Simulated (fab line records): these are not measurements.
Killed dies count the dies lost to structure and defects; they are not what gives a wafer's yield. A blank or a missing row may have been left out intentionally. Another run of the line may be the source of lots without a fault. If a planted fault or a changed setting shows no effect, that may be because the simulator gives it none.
A lot that was struck, set against a sound lot -- flow n5_finfet -- 17 out of 1938 route steps
Sound: wafers L431.1, L431.3, L431.5. The struck wafers were L427.1, L427.3, L427.4. The cause is named last.
Per side, at each step with rows, come the tool, then ch with its chambers, and then its first start. Under that, the readings that differ: sound wafers -- struck wafers -- difference of the means -- sigmas: that difference in standard deviations of wafers without a fault.
alike: same words and numbers on both sides, and readings whose means sit less than 2 such deviations apart. not compared: any withheld reading, any reading some wafer has no value for, any bound like >300 that may hide the same value, and any number with overlapping values for which the record gives no deviation.
A row with sigmas, a row that says differs or no value, or rows on one side alone: a step with any of these is where the two part. Numbers that have no deviation but don't overlap get no sigmas and don't part them. Lack of a reading on every wafer of one side parts them only where that side has two or more wafers.

first, 8 steps without rows for these wafers: N5_DUMMY_GATE_COAT_35 (time 60 s, resist thk 10 nm); N5_DUMMY_GATE_COAT_28 (time 60 s, resist thk 10 nm); N5_DUMMY_GATE_COAT_09 (resist thk 30 nm); N5_DUMMY_GATE_EBR_11; N5_DUMMY_GATE_SOFTBAKE_10 (time 60 s); N5_DUMMY_GATE_EXPOSE_12 (exposes mask GATE, target cd 25 nm); N5_DUMMY_GATE_PEB_13 (peb time 60 s); N5_DUMMY_GATE_DEVELOP_14 (develop time 30 s).
N5_DUMMY_GATE_CD_MEAS_15 targets a cd of 25.8 nm.
  sound on cd_sem-02 ch 0, day 7 16:01; struck on cd_sem-02 ch 0, day 6 13:19
  alike: cd_nm
N5_DUMMY_GATE_OVL_MEAS_16:
  sound on overlay-01 ch 0, day 7 16:04; struck on overlay-01 ch 0, day 6 13:22
  alike: GATE_OVL
N5_DUMMY_GATE_INSPECT_17: inspects for defects (brightfield).
  sound on defect_inspect-01, day 7 16:07; struck on defect_inspect-02, day 6 13:25
  alike: raw_defect_count
N5_DUMMY_GATE_DESCUM_20: chemistry O2, time 6.2 s.
  sound on rie_diel-03 ch 2,3, day 7 16:29; struck on rie_diel-06 ch 0,2,3, day 6 13:27
  alike: drypump_motor_current_A, oes_product_au, rf_vpp_V, showerhead_plenum_p_Torr, throttle_valve_pct
  not compared: rf_hours_counter_h
N5_DUMMY_GATE_ETCH_29: etches underlayer in N2/H2, target depth 13 nm.
  sound on rie_diel-03 ch 2,3, day 7 16:33; struck on rie_diel-06 ch 0,2,3, day 6 13:31
reading,sound,struck,difference,sigmas
rf_fwd_power_W (W),833.5 831.7 833.0,1037.0 1030.5 1028.3,+199.2,+71
rf_vpp_V (V),525.8 525.2 526.8,488.3 487.4 493.1,-36.3,-17
model.etch.depth_nm (nm),12.03 12.55 12.67,14.17 15.89 15.32,+2.71,
model.CAR-EUV_of_DUMMY_GATE_COAT_09.thk_nm (nm),19.4 19.2 19,18.2 17 17.6,-1.6,
  alike: drypump_motor_current_A, oes_product_au, showerhead_plenum_p_Torr, throttle_valve_pct
  not compared: rf_hours_counter_h
N5_DUMMY_GATE_ETCH_36: etches SiARC in CF4, target depth 13 nm.
  sound on rie_diel-03 ch 2,3, day 7 16:35; struck on rie_diel-06 ch 0,2,3, day 6 13:34
reading,sound,struck,difference,sigmas
model.CAR-EUV_of_DUMMY_GATE_COAT_09.thk_nm (nm),12.2 11.8 11.8,11.2 9.4 10.2,-1.7,
  alike: drypump_motor_current_A, oes_product_au, rf_fwd_power_W, rf_vpp_V, showerhead_plenum_p_Torr, throttle_valve_pct
  not compared: rf_hours_counter_h
N5_DUMMY_GATE_ETCH_37: etches SOC in N2/H2, target depth 60 nm, overetch 30 nm.
  sound on rie_diel-03 ch 2,3, day 7 16:38; struck on rie_diel-06 ch 0,2,3, day 6 13:36
  alike: drypump_motor_current_A, oes_product_au, rf_fwd_power_W, rf_vpp_V, showerhead_plenum_p_Torr, throttle_valve_pct
  not compared: rf_hours_counter_h
-- the record jumps here: 5 days lie between the struck wafers' starts before and after (it left off in module DUMMY_GATE and takes up again in module BEOL_M4, whose first step shown is number 1111 of the route) --
N5_BEOL_M4_RC_MEAS_101:
  sound on prober-02 ch 0, day 12 20:23; struck on prober-02 ch 0, day 11 12:16
  alike: DIBL_N, DIBL_P, IOFF_N, IOFF_P, ION_N, ION_P, SS_N, SS_P, VT_N, VT_P
-- the record jumps here: 5 days lie between the struck wafers' starts before and after (it left off in module BEOL_M4 and takes up again in module PASSIVATION, whose first step shown is number 1936 of the route) --
N5_PASSIVATION_PROBE_49:
  sound on prober-02, day 17 03:25; struck on prober-02, day 16 03:59
reading,sound,struck,difference,sigmas
killed_at_other,10 9 11,1 0 1,-9,-3
  alike: defect_limited_yield, killed_at_M0_to_M3, killed_at_M4_up, killed_at_contacts, killed_at_front_end, killed_dies, killed_open, killed_short, sort_bin_5_function, sort_bin_6_memory, sort_n_pass, sort_yield_pct

## WHERE THEY PART
At N5_DUMMY_GATE_ETCH_29 first; at N5_PASSIVATION_PROBE_49 last (within this record only).

WHY: whatever the simulator had introduced
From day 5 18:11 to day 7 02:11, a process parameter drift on rie_diel-06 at N5_DUMMY_GATE_ETCH_29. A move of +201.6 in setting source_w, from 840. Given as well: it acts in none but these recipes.
